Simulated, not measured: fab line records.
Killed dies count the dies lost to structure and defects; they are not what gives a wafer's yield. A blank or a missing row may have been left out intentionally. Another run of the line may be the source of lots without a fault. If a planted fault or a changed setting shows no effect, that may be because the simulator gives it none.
Problem report, 8D (eight disciplines) form, completed by code / flow n5 finfet / the parts of the form that need people (team, actions taken, sign-off) are left out

== 1. THE ISSUE ==
Mean of trench depth nm at N5_BEOL_M11_OCD_MEAS_38: 242.7 nm across 4 wafers in 3 lots; on wafers with no fault it is 148.5 nm (standard deviation 2). That is +47 standard deviations from the usual mean.
Earliest sighting: wafer L466.1 on ocd-02 at day 13 04:47. Wafers with a number at this step in the record: 24, from 9 lots. Rule for "out", or "out of limits": more than 4 standard deviations from the usual mean. The rest of the wafers with a number are treated as sound.

== 2. WHAT IT IS; WHAT IT IS NOT ==
question=which readings at this step | is=trench depth nm | is not=-
question=which lots | is=L466, L468, L469 | is not=L457, L459, L461, L464, L476, L477
question=which wafers of those lots | is=L466.1, L466.2, L468.1, L469.1 | is not=L468.4, L469.3
question=read on which gauges | is=ocd-01, ocd-02 | is not=-
question=when | is=from day 13 04:47 | is not=up to then (12 sound wafers); but 8 sound wafers of L468, L469, L476, L477 came after

== 3. SUSPECTS, AND WHAT RULES EACH OUT ==
Counting: if a tool at a process step up to the reading ran every lot that is out, it stays a suspect. Sound lots after the first of them don't rule it out here, since some wafers of a struck lot are sound.
- the gauge at N5_BEOL_M11_OCD_MEAS_38: ruled out. The wafers that are out were read on 2 gauges (ocd-01, ocd-02).
- rie diel-02 at N5_BEOL_M11_STRIP_36 (strips in N2/H2): kept. It processed each lot that is out (first: L466, day 13 04:34); up to then, its last sound lot is L464 (day 12 23:46).
- rie diel-02 at N5_BEOL_M11_TRENCH_ETCH_37 (etches SiCOH lowk in C4F6/O2, target depth 148.83 nm, time 48 s): kept. It processed each lot that is out (first: L466, day 13 04:37); up to then, its last sound lot is L464 (day 12 23:48).
The count leaves rie diel-02 at N5_BEOL_M11_TRENCH_ETCH_37 and rie diel-02 at N5_BEOL_M11_STRIP_36.

== 4. THE CAUSE (what the simulator had put in) ==
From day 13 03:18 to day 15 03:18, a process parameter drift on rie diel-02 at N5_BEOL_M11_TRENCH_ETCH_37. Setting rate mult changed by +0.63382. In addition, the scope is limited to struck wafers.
2 suspects survive the count, and this tool is in that group.

== 5. THE EFFECT CHAIN, in route order ==
Each row: a reading whose mean over the struck wafers that have a number lies more than 3 standard deviations from the usual. Only readings whose record carries a usual standard deviation are examined. hours: median over the lots of the time between each lot's start at the first step of this table that gives one and its start at this step. sigmas: the change, counted in usual standard deviations.
hours=0; step=N5_BEOL_M11_TRENCH_ETCH_37; reading=oes product au; usual=0.81 a.u.; on struck wafers=1.15; change=+0.34; sigmas=+3.8
hours=0; step=N5_BEOL_M11_OCD_MEAS_38; reading=trench depth nm; usual=148.5 nm; on struck wafers=242.7; change=+94.2; sigmas=+47
hours=3; step=N5_BEOL_M11_THK_MEAS_53; reading=M11_THK; usual=140.6 nm; on struck wafers=235.8; change=+95.2; sigmas=+40
hours=3; step=N5_BEOL_M11_RS_MEAS_57; reading=M11_RS; usual=0.1511 ohm/sq; on struck wafers=0.0869; change=-0.0643; sigmas=-24
hours=47; step=N5_PASSIVATION_PROBE_49; reading=defect limited yield; usual=91.3 %; on struck wafers=51.1; change=-40.1; sigmas=-29
hours=47; step=N5_PASSIVATION_PROBE_49; reading=killed_at_M4_up; usual=14; on struck wafers=478; change=+464; sigmas=+86
hours=47; step=N5_PASSIVATION_PROBE_49; reading=killed dies; usual=103; on struck wafers=577; change=+474; sigmas=+28
hours=47; step=N5_PASSIVATION_PROBE_49; reading=killed on rim; usual=13; on struck wafers=56; change=+44; sigmas=+11
hours=47; step=N5_PASSIVATION_PROBE_49; reading=sort n pass; usual=1077; on struck wafers=603; change=-474; sigmas=-28
hours=47; step=N5_PASSIVATION_PROBE_49; reading=sort yield pct; usual=91.3 %; on struck wafers=51.1; change=-40.1; sigmas=-29
Process steps it contains:
- N5_BEOL_M11_TRENCH_ETCH_37: etches SiCOH lowk in C4F6/O2, target depth 148.83 nm, time 48 s.
- N5_PASSIVATION_PROBE_49

== 6. WHAT WOULD HAVE CAUGHT IT SOONER ==
In this record the first reading out of limits at a measuring or inspecting step was taken at day 13 04:47, 1 hour after the fault began at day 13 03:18.
The tool's own readings at N5_BEOL_M11_TRENCH_ETCH_37 were out on some of the struck wafers (oes product au): an alarm limit on them would have fired on those.
Of the lots that are out (3), L468, L469 began N5_BEOL_M11_TRENCH_ETCH_37 on rie diel-02 after day 13 04:47. A hold on the tool at that time would have spared those 2.
